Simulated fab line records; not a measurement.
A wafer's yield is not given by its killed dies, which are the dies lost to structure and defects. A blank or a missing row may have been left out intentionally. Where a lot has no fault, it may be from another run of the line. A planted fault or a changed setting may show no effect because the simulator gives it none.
Chamber matching ; flow nand_harc ; 4 sister chambers for NHARC_A_STAIRCASE_DESCUM_168 on rie_diel-02
The step chemistry O2, time 3 s. 14 wafers are shown with their chamber, then 7 later ones without.

## EACH WAFER AND ITS CHAMBER
wafer;chamber;showerhead_plenum_p_Torr (Torr);rf_vpp_V (V);oes_product_au (a.u.)
L074.1;3;1.97;57.3;1.002
L074.3;2;2.01;59.0;1.020
L074.4;0;1.80;57.5;0.999
L081.2;0;1.79;57.7;1.007
L081.3;1;1.91;59.2;0.992
L081.4;2;2.01;58.9;1.007
L083.1;0;1.79;56.8;1.003
L083.2;1;1.91;57.0;0.990
L083.5;1;1.91;58.5;0.995
L089.4;1;1.91;58.5;1.004
L089.5;0;1.79;57.3;1.002
L089.6;1;1.91;57.5;1.007
L085.3;3;1.95;58.1;1.000
L085.4;0;1.79;56.6;0.987

SIGNATURES (means of the wafers above)
reading;chamber 0;chamber 1;chamber 2;chamber 3;scatter within a chamber
showerhead_plenum_p_Torr;1.7920;1.9100;2.0100;1.9600;0.00529
rf_vpp_V;57.180;58.140;58.950;57.700;0.655
oes_product_au;0.99960;0.99760;1.01350;1.00100;0.00737
Rule: distance of a wafer from a chamber = root of the sum over the readings of ((wafer's reading minus chamber's mean) / reading's scatter) squared. If the next closest chamber is less than 2 further off than the closest, the wafer can't be placed; otherwise it belongs to the closest. The scatter: take each reading less its chamber's mean, square it, sum over the shown wafers, divide by the number of wafers less the number of chambers, and take the root.

## WAFERS WHOSE CHAMBER IS MISSING
wafer;showerhead_plenum_p_Torr (Torr);rf_vpp_V (V);oes_product_au (a.u.)
L085.5;1.91;58.6;0.983
L092.2;2.00;57.5;1.021
L092.3;1.78;56.9;1.003
L092.6;2.00;58.5;1.016
L093.1;1.95;58.1;1.019
L093.3;1.78;56.8;1.004
L093.5;2.00;56.9;1.029

## WHICH CHAMBER EACH WENT THROUGH
wafer;from the rows above;in truth
L085.5;1;1
L092.2;2;2
L092.3;0;0
L092.6;2;2
L093.1;3;3
L093.3;0;0
L093.5;2;2
Correct placement for 7 of the 7. Not placeable from these rows: 0. Wrongly placed: 0.
